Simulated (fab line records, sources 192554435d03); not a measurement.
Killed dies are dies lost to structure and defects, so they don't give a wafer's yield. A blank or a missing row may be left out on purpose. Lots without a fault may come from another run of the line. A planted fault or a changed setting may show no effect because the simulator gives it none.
Which tool did it? | flow n5_finfet | 8 lots, 24 wafers sampled, at 9 steps of a route of 1938

WHAT THE GAUGES READ, wafer by wafer
N5_PMOS_HMC_CHANNEL_EPI_INSPECT_30: inspects for defects (darkfield).
lot  | measured    | on                | raw_defect_count
L313 | day 3 10:01 | defect_inspect-01 | 11 8 28
L316 | day 4 02:41 | defect_inspect-02 | 28 22 23
L319 | day 4 21:23 | defect_inspect-02 | 17 6 24
L320 | day 5 02:50 | defect_inspect-01 | 309 279 273
L322 | day 5 14:52 | defect_inspect-02 | 358 314 310
L328 | day 7 02:13 | defect_inspect-01 | 30 9 17
L329 | day 7 08:23 | defect_inspect-02 | 18 13 13
L330 | day 7 14:44 | defect_inspect-02 | 10 13 11

N5_FIN_SAQP_INSPECT_40: inspects for defects (brightfield).
lot  | measured    | on                | raw_defect_count
L313 | day 3 16:35 | defect_inspect-02 | 159 278 275
L316 | day 4 09:05 | defect_inspect-02 | 251 196 196
L319 | day 5 05:23 | defect_inspect-01 | 268 204 244
L320 | day 5 08:32 | defect_inspect-02 | 520 480 471
L322 | day 5 21:03 | defect_inspect-01 | 472 518 492
L328 | day 7 09:20 | defect_inspect-01 | 185 117 160
L329 | day 7 17:30 | defect_inspect-01 | 275 164 330
L330 | day 7 23:50 | defect_inspect-02 | 193 275 209

N5_FIN_CUT_INSPECT_10: inspects for defects (brightfield).
lot  | measured    | on                | raw_defect_count
L313 | day 3 16:59 | defect_inspect-02 | 24 55 48
L316 | day 4 09:28 | defect_inspect-02 | 47 39 34
L319 | day 5 05:47 | defect_inspect-01 | 36 41 40
L320 | day 5 08:56 | defect_inspect-02 | 329 307 304
L322 | day 5 21:28 | defect_inspect-02 | 373 338 328
L328 | day 7 09:43 | defect_inspect-01 | 37 24 31
L329 | day 7 18:01 | defect_inspect-01 | 38 22 47
L330 | day 8 00:14 | defect_inspect-01 | 37 57 62

N5_FIN_CUT_INSPECT_17: inspects for defects (brightfield).
lot  | measured    | on                | raw_defect_count
L313 | day 3 17:55 | defect_inspect-02 | 190 286 273
L316 | day 4 10:25 | defect_inspect-01 | 235 199 203
L319 | day 5 06:46 | defect_inspect-01 | 265 236 253
L320 | day 5 10:20 | defect_inspect-01 | 535 494 494
L322 | day 5 22:25 | defect_inspect-01 | 481 530 493
L328 | day 7 10:50 | defect_inspect-02 | 191 133 162
L329 | day 7 19:20 | defect_inspect-01 | 274 171 331
L330 | day 8 01:11 | defect_inspect-02 | 203 301 222

N5_BEOL_M4_RC_MEAS_101.
lot  | measured     | on        | DIBL_N (mV/V)  | DIBL_P (mV/V)  | IOFF_N (nA/um)    | IOFF_P (nA/um) | ION_N (uA/um) | ION_P (uA/um) | SS_N (mV/dec)  | SS_P (mV/dec)  | VT_N (mV)   | VT_P (mV)
L313 | day 9 08:35  | prober-02 | 35.7 35.7 35.1 | 36.7 36.7 36.3 | 0.162 0.163 0.152 | 0.23 0.23 0.22 | 680 678 678   | 468 467 467   | 71.3 71.4 71.0 | 72.6 72.1 73.0 | 247 247 249 | -247 -248 -247
L316 | day 10 03:15 | prober-02 | 36.5 37.6 37.4 | 34.9 35.7 36.3 | 0.147 0.154 0.156 | 0.19 0.21 0.21 | 671 669 675   | 458 459 458   | 72.1 71.6 72.1 | 73.5 73.0 73.0 | 251 250 253 | -248 -251 -249
L319 | day 11 00:10 | prober-02 | 35.2 34.1 35.6 | 34.3 33.3 35.7 | 0.139 0.125 0.146 | 0.16 0.15 0.17 | 649 659 653   | 445 449 445   | 71.2 70.1 71.2 | 73.1 73.0 73.2 | 252 251 254 | -256 -256 -256
L320 | day 11 01:20 | prober-02 | 34.1 35.7 36.3 | 33.8 35.6 36.0 | 0.115 0.138 0.146 | 0.16 0.18 0.19 | 656 673 661   | 450 454 452   | 71.3 72.0 71.7 | 72.5 72.6 73.2 | 254 254 253 | -253 -255 -254
L322 | day 11 16:05 | prober-01 | 35.6 35.8 37.4 | 34.7 35.1 37.0 | 0.137 0.145 0.172 | 0.17 0.18 0.21 | 675 665 670   | 451 456 454   | 71.7 71.5 71.8 | 73.1 73.2 73.4 | 254 253 250 | -254 -256 -251
L328 | day 12 22:13 | prober-02 | 35.3 37.8 35.5 | 35.0 38.1 35.2 | 0.137 0.182 0.137 | 0.18 0.22 0.18 | 679 689 678   | 464 468 466   | 70.7 71.5 71.0 | 72.9 73.6 73.5 | 254 249 250 | -252 -249 -253
L329 | day 13 20:10 | prober-01 | 34.3 36.4 35.3 | 34.6 36.6 35.2 | 0.123 0.150 0.124 | 0.18 0.20 0.17 | 663 673 667   | 458 464 456   | 71.2 71.5 71.2 | 72.0 73.5 72.7 | 253 250 253 | -252 -250 -251
L330 | day 14 06:29 | prober-02 | 34.8 33.8 35.4 | 33.5 32.4 34.7 | 0.121 0.104 0.132 | 0.19 0.17 0.20 | 674 653 668   | 459 457 467   | 70.5 70.8 71.3 | 73.0 72.3 73.0 | 254 259 252 | -252 -253 -249

WHICH TOOL RAN EACH LOT (tool, then ch and the chambers of the sampled wafers, then the start)
lot  | N5_PMOS_HMC_CHANNEL_EPI_DESCUM_14 | N5_PMOS_HMC_CHANNEL_EPI_PRECLEAN_40 | N5_PMOS_HMC_CHANNEL_EPI_EPI_26 | N5_FIN_SAQP_PECVD_47
L313 | rie_diel-04 ch 0,3, day 3 05:55   | wet_bench-03 ch 0,3,5, day 3 09:28  | epi_rpcvd-03 ch 0, day 3 09:41 | pecvd-02 ch 0,1,2, day 3 11:04
L316 | rie_diel-04 ch 0,1,2, day 3 23:42 | wet_bench-03 ch 2,4,5, day 4 02:00  | epi_rpcvd-03 ch 0, day 4 02:05 | pecvd-02 ch 0,1,2, day 4 03:23
L319 | rie_diel-02 ch 1,3, day 4 17:35   | wet_bench-03 ch 2,4,7, day 4 20:49  | epi_rpcvd-03 ch 0, day 4 20:58 | pecvd-04 ch 1,2, day 4 23:23
L320 | rie_diel-02 ch 0,2,3, day 4 23:34 | wet_bench-03 ch 2,3,4, day 5 02:16  | epi_rpcvd-02 ch 0, day 5 02:22 | pecvd-04 ch 0,2, day 5 03:38
L322 | rie_diel-03 ch 0,1,2, day 5 11:37 | wet_bench-03 ch 2,6,7, day 5 14:18  | epi_rpcvd-02 ch 0, day 5 14:23 | pecvd-02 ch 0,1,2, day 5 16:02
L328 | rie_diel-04 ch 0,2,3, day 6 23:28 | wet_bench-02 ch 0,1,4, day 7 01:46  | epi_rpcvd-03 ch 0, day 7 01:56 | pecvd-03 ch 1,2, day 7 03:10
L329 | rie_diel-04 ch 0,1, day 7 05:32   | wet_bench-02 ch 1,2,4, day 7 07:50  | epi_rpcvd-02 ch 0, day 7 07:55 | pecvd-04 ch 0,1,2, day 7 09:15
L330 | rie_diel-03 ch 1,3, day 7 11:36   | wet_bench-06 ch 0,2,7, day 7 14:17  | epi_rpcvd-03 ch 0, day 7 14:22 | pecvd-04 ch 0,1,2, day 7 16:47
- N5_PMOS_HMC_CHANNEL_EPI_DESCUM_14: chemistry O2, time 7.9 s.
- N5_PMOS_HMC_CHANNEL_EPI_PRECLEAN_40: cleans in DHF, time 30 s.
- N5_PMOS_HMC_CHANNEL_EPI_EPI_26: deposits Si from SiH4/H2, target thk 3.8 nm, time 22.7 s.
- N5_FIN_SAQP_PECVD_47: deposits a-Si from SiH4/He, target thk 45 nm, time 36.3 s.

WHAT THE TOOLS THEMSELVES READ (means of the sampled wafers that have a number; where no wafer has one, the mark that the record gives instead)
N5_PMOS_HMC_CHANNEL_EPI_DESCUM_14.
lot  | tool        | drypump_motor_current_A (A) | o2_flow_sccm (sccm) | oes_product_au (a.u.) | rf_vpp_V (V) | showerhead_plenum_p_Torr (Torr) | throttle_valve_pct (%)
L313 | rie_diel-04 | 5.7                         | 224.8               | 0.73                  | 243.5        | 2.09                            | 20.64
L316 | rie_diel-04 | 5.8                         | 225.1               | 0.73                  | 244.0        | 2.11                            | 20.49
L319 | rie_diel-02 | 6.1                         | 225.1               | 0.72                  | 243.3        | 2.08                            | 20.07
L320 | rie_diel-02 | 5.7                         | 224.6               | 0.72                  | 243.8        | 2.10                            | 20.36
L322 | rie_diel-03 | 5.7                         | 225.1               | 0.73                  | 243.0        | 2.05                            | 20.46
L328 | rie_diel-04 | 5.7                         | 225.3               | 0.70                  | 242.7        | 2.07                            | 20.62
L329 | rie_diel-04 | 5.9                         | 224.8               | 0.74                  | 244.3        | 2.15                            | 20.41
L330 | rie_diel-03 | 5.2                         | 224.3               | 0.71                  | 243.4        | 2.10                            | 20.47

N5_PMOS_HMC_CHANNEL_EPI_EPI_26.
lot  | tool         | chamber_pressure_Torr (Torr) | throttle_valve_pct (%)
L313 | epi_rpcvd-03 | 20.03                        | 11.37
L316 | epi_rpcvd-03 | 19.98                        | 11.30
L319 | epi_rpcvd-03 | 19.98                        | 11.25
L320 | epi_rpcvd-02 | 20.05                        | 11.45
L322 | epi_rpcvd-02 | 20.05                        | 11.57
L328 | epi_rpcvd-03 | 19.97                        | 11.30
L329 | epi_rpcvd-02 | 20.07                        | 11.60
L330 | epi_rpcvd-03 | 20.03                        | 11.31

N5_FIN_SAQP_PECVD_47.
lot  | tool     | chamber_pressure_Torr (Torr) | heater_power_w (W) | showerhead_plenum_p_Torr (Torr) | throttle_valve_pct (%)
L313 | pecvd-02 | 3.001                        | 833                | 5.63                            | 16.9
L316 | pecvd-02 | 2.999                        | 869                | 5.62                            | 16.9
L319 | pecvd-04 | 3.007                        | 870                | 5.70                            | 18.3
L320 | pecvd-04 | 2.999                        | 712                | 5.68                            | 17.7
L322 | pecvd-02 | 3.004                        | 869                | 5.63                            | 16.7
L328 | pecvd-03 | 2.996                        | 885                | 5.68                            | 17.8
L329 | pecvd-04 | 2.997                        | 727                | 5.66                            | 18.0
L330 | pecvd-04 | 3.007                        | 748                | 5.66                            | 18.1

THE ANSWER, worked out from the rows above alone
Rule: what is usual is taken from the lots themselves. Put in order of their means at a reading, lots are off if they are a third of the lots or fewer, leave a main group of 4 or more, and stand apart from it by a gap of 3 or more times the standard deviation of the main group's means; of several such gaps the widest counts. A main group whose means are all the same, to the digits that the tables above print for the reading, isn't used. A lot without any number at a reading at which 4 lots or more have one is off too. The other lots that the step has rows for count as sound. The gauges are gone through in route order, then the tools' own readings, and for those a lot's mean is taken as printed above. The first step at which some lot is off is used, and at that step the reading that is off furthest; a lot without a number counts as furthest.
Off: L320, L322, at N5_PMOS_HMC_CHANNEL_EPI_INSPECT_30 (raw_defect_count). The main group: mean 17, standard deviation 4.
A tool fits if, at a process step before that reading, it ran every lot that is off, and no sound lot after the first of them. The gauges at N5_PMOS_HMC_CHANNEL_EPI_INSPECT_30 are tried like those tools. One fits: wet_bench-03 at N5_PMOS_HMC_CHANNEL_EPI_PRECLEAN_40. Its last sound lot is L319 (day 4 20:49), its first lot that is off L320 (day 5 02:16): a fault that began between those two fits.

WHAT THE SIMULATOR HAD PUT IN
Chamber particle source: wet_bench-03, from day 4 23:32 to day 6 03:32, at N5_PMOS_HMC_CHANNEL_EPI_PRECLEAN_40. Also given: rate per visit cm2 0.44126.
Lots struck among those shown: L320, L322. The rule above found the same.
